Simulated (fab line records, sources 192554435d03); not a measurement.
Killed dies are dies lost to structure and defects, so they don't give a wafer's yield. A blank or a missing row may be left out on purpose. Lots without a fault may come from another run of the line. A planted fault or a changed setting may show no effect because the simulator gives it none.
fab line records | flow n5_finfet | part 1 of 2: steps 1 to 4 of 6
record lots=19 wafers=57 last_day=17
route steps=1938 shown DUMMY_REMOVAL@378 HKMG_FIN@406 GATE_CUT@465
lots that met no fault: from a run of the same line without faults
start_h: hours from the record's first day to the start of the lot's first wafer shown | wait_h: hours since the lot's step before | " the same as in the row above | L1.1+2: a row that stands for several wafers | - no value, or no start given | * or withheld: withheld | < > ~ a bound
route shown NAME@n: a module of which the file shows steps, and the number in the route of the first | usual: mean/standard deviation of fault-free wafers | same: alike in all rows | chamber/n: place in a boat | sites: the reading at each site | _std_site: their standard deviation | _edge_site: outer sites' mean less inner sites' | radius_mm: how far each site lies from the wafer's centre | mask NAME#n: copy n | behind: the tool/chamber that last shaped the wafer | hold: why the lot was held/for how many hours/how that ended | device: the transistor (n, p or np) that didn't switch | end of line: the same wafers' tests at the end of the route | a step without rows: its recipe alone | killed: dies lost to structure and defects at the first sort, not the wafer's yield | map: a wafer's dies, x killed, . not, _ none there
set.NAME: the setting as run; set.NAME@STEP: as run at that earlier step | model.NAME: the simulator's own value behind a step, which no gauge read
steps of the route over a sample of lots; a table a step, a row a wafer
services: from which hour (start_h, from the record's first day; less than 0 if before it) a tool's chamber was out of use, for how many hours, and why
## steps
# step N5_DUMMY_REMOVAL_STRIP_10
# recipe chemistry=N2/H2 time_s=40 power_w=100 temp_c=40 pressure_mtorr=100 rf_frequency_hz=6e+07 bias_power_w=3 n2_flow_sccm=300 h2_flow_sccm=300
# usual drypump_motor_current_A=5.9/0.48 h2_flow_sccm=299.9/0.89 oes_product_au=0.74/0.048 rf_vpp_V=45.2/0.84 showerhead_plenum_p_Torr=3.36/0.12 temp_c=39.99/0.11 throttle_valve_pct=12.24/0.14
# columns lot.wafer tool chamber start_h wait_h drypump_motor_current_A h2_flow_sccm oes_product_au rf_hours_counter_h rf_vpp_V showerhead_plenum_p_Torr temp_c throttle_valve_pct
L074.1 rie_diel-02 3 70.85 0.0 6.6 298.6 0.68 222 45.7 3.47 40.11 12.38
L074.2 " 0 " " 5.1 300.2 0.83 69 45.0 3.55 39.92 12.04
L074.3 " 1 " " 6.2 299.5 0.78 118 44.8 3.26 40.05 12.07
L075.1 rie_diel-04 1 75.36 0.0 6.1 300.0 0.75 129 45.6 3.52 39.99 12.23
L075.3 " 2 " " 5.4 299.9 0.79 119 46.6 3.38 40.02 12.17
L075.5 " 0 " " 6.3 299.9 0.75 - 44.0 3.20 40.06 12.46
L076.1 rie_diel-03 1 83.26 0.0 6.4 299.9 0.74 152 45.4 3.37 40.10 12.21
L076.4 " 0 " " 5.9 299.8 0.71 208 44.1 3.21 39.80 12.37
L076.5 " 0 " " 5.9 301.0 0.72 - 45.8 3.21 39.94 12.37
L077.1 rie_diel-04 1 87.54 0.0 6.0 299.1 0.75 132 45.1 3.52 39.94 12.23
L077.3 " 0 " " 6.3 300.3 0.74 189 45.0 3.20 39.96 12.45
L077.5 " 3 " " 6.0 299.6 0.73 - 44.7 3.50 40.19 12.05
L079.1 rie_diel-03 1 99.51 0.0 6.4 300.4 0.74 157 45.6 3.36 40.02 12.20
L079.3 " 2 " " 5.3 301.3 0.74 171 45.4 3.38 40.01 12.19
L079.5 " 2 " " 5.3 300.3 0.74 - 46.0 3.38 39.97 12.22
L080.2 rie_diel-02 0 111.01 0.0 5.1 301.1 0.84 80 46.2 3.54 39.87 12.05
L080.3 " 2 " " 6.1 301.5 0.75 143 45.7 3.38 39.96 12.06
L080.6 " 1 " " 6.2 300.3 0.77 - 44.2 3.26 39.98 12.08
L081.1 rie_diel-02 1 111.50 0.0 6.1 300.0 0.76 129 45.2 3.26 40.11 12.10
L081.3 " 2 " " 6.2 299.2 0.74 143 44.3 3.38 39.97 12.07
L081.5 " 1 " " 6.2 299.8 0.76 - 45.6 3.26 40.03 12.11
L084.1 rie_diel-03 1 135.33 0.0 6.5 299.8 0.73 169 44.7 3.36 40.06 12.25
L084.5 " 2 " " 5.3 300.1 0.73 - 43.6 3.37 39.98 12.22
L084.6 " 3 " " 5.3 299.9 0.74 - 43.7 3.22 39.98 12.29
L086.1 rie_diel-03 0 145.44 0.0 5.9 300.2 0.69 227 44.2 3.20 40.02 12.41
L086.3 " 2 " " 5.3 301.3 0.72 183 45.3 3.37 39.71 12.24
L086.4 " 3 " " 5.3 299.4 0.73 163 45.6 3.22 39.99 12.30
L087.2 rie_diel-04 1 148.76 0.0 6.0 300.6 0.73 151 46.2 3.51 39.83 12.29
L087.3 " 2 " " 5.4 298.0 0.77 143 46.8 3.37 39.92 12.19
L087.5 " 3 " " 5.9 299.9 0.72 - 45.4 3.49 40.03 12.12
L088.2 rie_diel-04 0 152.79 0.0 6.4 302.2 0.72 205 45.1 3.19 39.96 12.49
L088.3 " 1 " " 6.1 301.0 0.72 152 44.6 3.51 39.91 12.28
L088.5 " 2 " " 5.4 300.3 0.76 - 45.5 3.37 39.87 12.22
L089.1 rie_diel-03 3 162.76 0.0 5.3 299.4 0.73 168 44.2 3.21 40.21 12.32
L089.2 " 0 " " 5.9 300.4 0.69 231 45.6 3.20 40.23 12.43
L089.3 " 1 " " 6.5 299.1 0.72 176 46.4 3.35 39.97 12.26
L090.1 rie_diel-02 1 167.89 0.0 6.2 300.2 0.75 143 44.1 3.25 39.89 12.14
L090.5 " 3 " " 6.6 299.5 0.67 - 47.6 3.45 39.89 12.44
L090.6 " 0 " " 5.1 300.6 0.82 - 46.0 3.53 39.75 12.10
L092.1 rie_diel-04 3 176.40 0.0 6.0 299.3 0.71 176 45.2 3.49 39.74 12.13
L092.2 " 1 " " 6.0 300.7 0.71 159 45.5 3.50 40.10 12.30
L092.4 " 2 " " 5.4 300.0 0.75 150 45.6 3.37 40.03 12.22
L093.3 rie_diel-04 0 185.51 0.0 6.3 303.1 0.72 214 44.1 3.19 40.08 12.51
L093.5 " 2 " " 5.5 299.8 0.75 - 44.2 3.37 40.06 12.26
L093.6 " 1 " " 6.0 299.0 0.72 - 46.3 3.50 40.00 12.30
L094.2 rie_diel-03 3 190.50 0.0 5.3 299.8 0.73 176 46.1 3.21 40.22 12.33
L094.5 " 1 " " 6.5 299.1 0.72 - 44.3 3.35 39.97 12.29
L094.6 " 0 " " 5.9 299.6 0.68 - 44.9 3.19 40.15 12.44
L095.1 rie_diel-02 0 197.76 0.0 5.1 300.2 0.80 106 45.3 3.53 39.88 12.13
L095.2 " 2 " " 6.2 301.5 0.72 167 45.7 3.36 39.88 12.13
L095.4 " 1 " " 6.2 300.9 0.74 153 44.7 3.24 39.82 12.17
L096.4 rie_diel-02 2 202.34 0.0 6.1 299.6 0.73 168 44.9 3.36 40.11 12.15
L096.5 " 3 " " 6.6 299.2 0.98 - 45.0 3.45 40.00 11.84
L096.6 " 0 " " 5.1 300.2 0.79 - 46.4 3.53 40.12 12.13
L097.1 rie_diel-04 1 210.64 0.0 6.0 298.5 0.71 168 45.3 3.50 40.03 12.32
L097.2 " 0 " " 6.3 300.1 0.71 221 46.3 3.19 40.02 12.54
L097.6 " 2 " " 5.4 299.1 0.74 - 45.8 3.36 40.01 12.25
# step N5_HKMG_FIN_ETCH_58
# recipe chemistry=N2/H2 target=SOC target_depth_a=2158 ion_energy_ev=50 bias_w=13 time_s=741 pressure_mtorr=30 source_w=875 n2_flow_sccm=200 h2_flow_sccm=200
# usual drypump_motor_current_A=5.7/0.54 h2_flow_sccm=199.9/0.63 oes_product_au=0.78/0.078 rf_fwd_power_W=874.4/2.6 rf_vpp_V=99.2/0.96 showerhead_plenum_p_Torr=2.57/0.076 throttle_valve_pct=17.82/0.22
# columns lot.wafer tool chamber start_h wait_h drypump_motor_current_A h2_flow_sccm oes_product_au rf_fwd_power_W rf_hours_counter_h rf_vpp_V showerhead_plenum_p_Torr throttle_valve_pct
L074.1 rie_diel-06 1 72.87 0.0 5.2 199.8 0.78 873.3 119 100.1 2.55 17.47
L074.2 " 3 " " 5.8 200.3 0.77 875.9 128 98.6 2.55 17.93
L074.3 " 2 " " 6.6 200.9 0.72 875.1 192 99.5 2.62 17.78
L075.1 rie_diel-06 0 77.25 0.0 4.9 199.0 0.91 874.0 13 99.0 2.50 17.68
L075.3 " 1 " " 5.2 199.4 0.78 872.3 120 99.2 2.55 17.49
L075.5 " 1 " " 5.2 199.6 0.77 870.3 - 100.6 2.55 17.48
L076.1 rie_diel-01 3 85.01 0.0 5.2 200.2 0.75 871.4 175 100.5 2.62 18.09
L076.4 " 2 " " 6.1 200.5 0.77 878.5 154 100.3 2.66 17.99
L076.5 " 2 " " 6.1 200.5 0.78 879.6 - 100.7 2.66 17.99
L077.1 rie_diel-01 1 89.31 0.0 5.9 199.6 0.68 879.7 234 98.7 2.50 18.01
L077.3 " 3 " " 5.3 199.6 0.74 871.1 176 100.7 2.62 18.09
L077.5 " 3 " " 5.2 200.0 0.76 878.9 - 99.5 2.62 18.09
L079.1 rie_diel-05 3 101.57 0.0 5.7 199.6 0.90 874.0 20 99.4 2.70 17.39
L079.3 " 1 " " 5.7 200.5 0.82 871.6 68 99.7 2.68 17.88
L079.5 " 1 " " 5.7 199.6 0.82 874.4 - 98.9 2.68 17.89
L080.2 rie_diel-05 3 112.88 0.0 5.7 201.8 0.90 872.2 24 99.8 2.70 17.40
L080.3 " 1 " " 5.8 198.9 0.82 869.7 72 99.4 2.68 17.90
L080.6 " 2 " " 5.1 200.7 0.71 871.5 - 100.1 2.64 18.03
L081.1 rie_diel-01 0 113.36 0.0 5.1 200.5 0.87 870.8 36 98.3 2.47 17.56
L081.3 " 3 " " 5.2 200.4 0.75 877.7 184 99.7 2.62 18.11
L081.5 " 3 " " 5.3 200.0 0.74 874.7 - 98.9 2.62 18.13
L084.1 rie_diel-06 2 137.37 0.0 6.6 199.4 0.72 874.4 216 102.0 2.61 17.82
L084.5 " 3 " " 5.8 199.1 0.75 874.3 - 98.9 2.55 17.97
L084.6 " 0 " " 4.9 200.2 0.87 875.6 - 97.2 2.49 17.71
L086.1 rie_diel-06 3 147.36 0.0 5.8 200.4 0.74 873.4 151 99.7 2.54 17.96
L086.3 " 1 " " 5.2 198.6 0.75 873.2 141 97.3 2.54 17.51
L086.4 " 2 " " 6.6 200.0 0.71 876.3 218 101.7 2.61 17.81
L087.2 rie_diel-06 0 150.72 0.0 4.9 200.5 0.87 874.6 38 98.9 2.49 17.71
L087.3 " 3 " " 5.8 200.7 0.74 876.5 152 97.4 2.54 17.99
L087.5 " 2 " " 6.6 200.1 0.70 873.1 - 98.4 2.61 17.81
L088.2 rie_diel-01 2 155.12 0.0 6.1 199.2 0.75 874.4 178 99.8 2.65 18.04
L088.3 " 0 " " 5.1 200.7 0.84 875.8 - 98.6 2.46 17.59
L088.5 " 2 " " 6.1 199.1 0.75 874.6 - 99.9 2.65 18.01
L089.1 rie_diel-01 1 164.61 0.0 5.9 200.7 0.97 872.5 4 98.3 2.50 17.65
L089.2 " 3 " " 5.2 198.8 0.73 875.1 199 98.8 2.61 18.14
L089.3 " 2 " " 6.1 199.9 0.74 876.0 182 100.7 2.65 18.04
L090.1 rie_diel-05 2 169.88 0.0 5.1 199.4 0.70 876.8 214 100.8 2.63 18.07
L090.5 " 3 " " 5.7 199.4 0.86 873.8 - 100.9 2.69 17.45
L090.6 " 0 " " 6.6 199.5 0.68 874.1 - 98.3 2.50 17.84
L092.1 rie_diel-01 1 178.62 0.0 5.9 199.5 0.96 875.1 8 99.3 2.49 17.65
L092.2 " 0 " " 5.2 200.7 0.83 875.5 61 99.7 2.45 17.60
L092.4 " 2 " " 6.1 199.7 0.74 872.7 188 98.8 2.64 18.05
L093.3 rie_diel-01 3 187.36 0.0 5.3 200.6 0.73 873.8 208 98.7 2.61 18.15
L093.5 " 2 " " 6.1 200.1 0.74 876.4 - 99.6 2.64 18.03
L093.6 " 1 " " 5.9 199.5 0.96 874.7 - 99.5 2.49 17.65
L094.2 rie_diel-06 1 192.78 0.0 5.1 199.9 0.74 871.6 154 99.3 2.53 17.54
L094.5 " 3 " " 5.8 201.1 0.72 871.9 - 99.2 2.54 18.02
L094.6 " 2 " " 6.6 199.3 0.69 870.5 - 101.1 2.60 17.83
L095.1 rie_diel-01 0 199.82 0.0 5.1 199.9 0.81 868.2 69 98.5 2.45 17.63
L095.2 " 2 " " 6.1 199.9 0.72 873.2 196 99.1 2.64 18.05
L095.4 " 3 " " 5.2 199.2 0.73 877.4 212 99.2 2.61 18.17
L096.4 rie_diel-05 3 204.26 0.0 5.7 198.9 0.83 874.8 57 102.2 2.68 17.44
L096.5 " 0 " " 6.6 199.2 0.69 874.6 - 99.5 2.50 17.89
L096.6 " 3 " " 5.7 199.6 0.84 875.6 - 99.1 2.68 17.46
L097.1 rie_diel-06 2 212.50 0.0 6.6 201.0 0.69 872.9 238 99.1 2.60 17.84
L097.2 " 3 " " 5.8 200.3 0.72 875.1 172 99.7 2.54 18.03
L097.6 " 2 " " 6.6 200.7 0.68 873.0 - 99.7 2.60 17.84
# step N5_GATE_CUT_ETCHBACK_00
# recipe chemistry=SF6/Cl2 target=W pressure_mtorr=8 icp_w=900 bias_w=80 SF6_flow_sccm=40 Cl2_flow_sccm=60
# usual drypump_motor_current_A=5.5/0.39 mfc_cl2_sccm=59.99/0.2 oes_product_au=0.75/0.11 rf_fwd_power_W=895/3.2 throttle_valve_pct=27.54/0.19
# columns lot.wafer tool chamber start_h wait_h drypump_motor_current_A mfc_cl2_sccm oes_product_au rf_fwd_power_W rf_hours_counter_h throttle_valve_pct
L074.1 rie_metal-01 0 80.47 0.0 5.3 60.33 0.78 897 48 27.49
L074.2 " 1 " " 5.2 60.01 0.94 897 5 27.38
L074.3 " 1 " " 5.2 59.79 0.94 896 - 27.36
L075.1 rie_metal-03 1 85.86 0.0 6.2 59.93 0.61 897 135 27.76
L075.3 " 1 " " 6.2 59.58 0.61 896 - 27.76
L075.5 " 0 " " 5.4 59.87 0.74 897 - 27.59
L076.1 rie_metal-02 0 93.22 0.0 6.0 60.11 0.61 897 128 27.83
L076.4 " 1 " " 5.2 60.11 0.86 891 - 27.33
L076.5 " 1 " " 5.1 59.95 0.86 891 - 27.33
L077.1 rie_metal-03 1 97.07 0.0 6.2 60.29 0.61 899 136 27.76
L077.3 " 0 " " 5.4 59.94 0.72 896 - 27.61
L077.5 " 0 " " 5.4 60.12 0.72 898 - 27.60
L079.1 rie_metal-03 0 109.38 0.0 5.4 60.01 0.72 899 71 27.59
L079.3 " 0 " " 5.4 59.83 0.72 906 - 27.61
L079.5 " 1 " " 6.2 60.03 0.61 901 - 27.76
L080.2 rie_metal-02 1 120.95 0.0 5.2 59.90 0.85 889 13 27.32
L080.3 " 0 " " 6.0 59.75 0.61 895 - 27.82
L080.6 " 1 " " 5.2 59.95 0.86 889 - 27.33
L081.1 rie_metal-03 0 121.36 0.0 5.4 59.65 0.72 894 72 27.60
L081.3 " 1 " " 6.2 59.89 0.60 894 - 27.75
L081.5 " 1 " " 6.2 60.18 0.60 902 - 27.76
L084.1 rie_metal-03 0 144.94 0.0 5.4 59.95 0.73 899 74 27.59
L084.5 " 1 " " 6.2 59.90 0.60 891 - 27.78
L084.6 " 0 " " 5.4 60.19 0.72 902 - 27.60
L086.1 rie_metal-01 1 155.52 0.0 5.2 59.34 0.90 894 10 27.38
L086.3 " 1 " " 5.2 60.10 0.90 899 - 27.37
L086.4 " 0 " " 5.3 59.97 0.76 892 - 27.48
L087.2 rie_metal-02 0 158.55 0.0 6.0 59.83 0.60 893 134 27.83
L087.3 " 1 " " 5.1 59.98 0.83 888 - 27.34
L087.5 " 0 " " 6.0 59.96 0.60 893 - 27.83
L088.2 rie_metal-02 1 162.73 0.0 5.1 59.85 0.84 894 17 27.34
L088.3 " 1 " " 5.1 60.15 0.84 891 - 27.35
L088.5 " 0 " " 6.0 59.98 0.60 897 - 27.83
L089.1 rie_metal-03 0 172.25 0.0 5.4 60.05 0.71 895 78 27.60
L089.2 " 0 " " 5.4 59.80 0.71 902 - 27.59
L089.3 " 0 " " 5.4 59.85 0.70 894 - 27.61
L090.1 rie_metal-01 0 177.74 0.0 5.3 59.83 0.75 896 55 27.48
L090.5 " 1 " " 5.2 60.15 0.88 894 - 27.38
L090.6 " 0 " " 5.3 59.96 0.75 895 - 27.49
L092.1 rie_metal-02 1 186.42 0.0 5.1 60.08 0.83 892 19 27.35
L092.2 " 0 " " 6.0 59.95 0.60 892 136 27.84
L092.4 " 0 " " 6.0 59.81 0.60 893 - 27.83
L093.3 rie_metal-03 1 195.21 0.1 6.2 60.20 0.96 899 - 27.11
L093.5 " 0 " " 5.4 60.20 0.70 899 - 27.61
L093.6 " 1 " " 6.2 59.93 0.96 899 - 27.11
L094.2 rie_metal-01 1 200.59 0.0 5.2 59.86 0.87 894 14 27.37
L094.5 " 0 " " 5.3 59.87 0.75 899 - 27.51
L094.6 " 1 " " 5.2 59.91 0.88 895 - 27.37
L095.1 rie_metal-01 1 207.33 0.0 5.2 59.79 0.88 896 14 27.37
L095.2 " 0 " " 5.2 59.78 0.75 898 59 27.49
L095.4 " 0 " " 5.3 59.83 0.75 896 - 27.50
L096.4 rie_metal-03 0 211.69 0.1 5.4 60.00 0.70 899 - 27.61
L096.5 " 1 " " 6.2 60.01 0.94 896 - 27.12
L096.6 " 0 " " 5.4 59.68 0.70 898 - 27.62
L097.1 rie_metal-02 0 220.38 0.0 6.0 60.18 0.95 895 1 27.49
L097.2 " 1 " " 5.2 60.29 0.80 894 22 27.36
L097.6 " 0 " " 6.0 60.51 0.96 893 - 27.50
# step N5_GATE_CUT_INSPECT_15
# recipe mode=adi inspect_instrument=brightfield
# usual raw_defect_count=140/39
# columns lot.wafer tool chamber start_h wait_h raw_defect_count
L074.1 defect_inspect-01 - 84.10 0.1 129
L074.2 " - " " 107
L074.3 " - " " 131
L075.1 defect_inspect-02 - 89.89 0.1 100
L075.3 " - " " 74
L075.5 " - " " 97
L076.1 defect_inspect-01 - 96.98 0.1 134
L076.4 " - " " 160
L076.5 " - " " 89
L077.1 defect_inspect-02 - 100.94 0.1 101
L077.3 " - " " 158
L077.5 " - " " 148
L079.1 defect_inspect-01 - 113.38 0.1 117
L079.3 " - " " 90
L079.5 " - " " 134
L080.2 defect_inspect-01 - 124.58 0.0 189
L080.3 " - " " 154
L080.6 " - " " 254
L081.1 defect_inspect-02 - 125.12 0.1 214
L081.3 " - " " 110
L081.5 " - " " 116
L084.1 defect_inspect-02 - 148.69 0.1 131
L084.5 " - " " 175
L084.6 " - " " 104
L086.1 defect_inspect-01 - 159.28 0.1 104
L086.3 " - " " 95
L086.4 " - " " 96
L087.2 defect_inspect-02 - 162.42 0.0 164
L087.3 " - " " 106
L087.5 " - " " 125
L088.2 defect_inspect-01 - 166.39 0.0 244
L088.3 " - " " 221
L088.5 " - " " 167
L089.1 defect_inspect-01 - 176.17 0.1 86
L089.2 " - " " 98
L089.3 " - " " 132
L090.1 defect_inspect-01 - 183.24 0.1 95
L090.5 " - " " 154
L090.6 " - " " 94
L092.1 defect_inspect-02 - 190.80 0.1 153
L092.2 " - " " 139
L092.4 " - " " 130
L093.3 defect_inspect-01 - 199.04 0.0 224
L093.5 " - " " 233
L093.6 " - " " 221
L094.2 defect_inspect-01 - 205.10 0.0 137
L094.5 " - " " 135
L094.6 " - " " 110
L095.1 defect_inspect-02 - 210.98 0.1 148
L095.2 " - " " 154
L095.4 " - " " 139
L096.4 defect_inspect-01 - 216.00 0.0 120
L096.5 " - " " 87
L096.6 " - " " 145
L097.1 defect_inspect-02 - 224.26 0.1 168
L097.2 " - " " 167
L097.6 " - " " 96
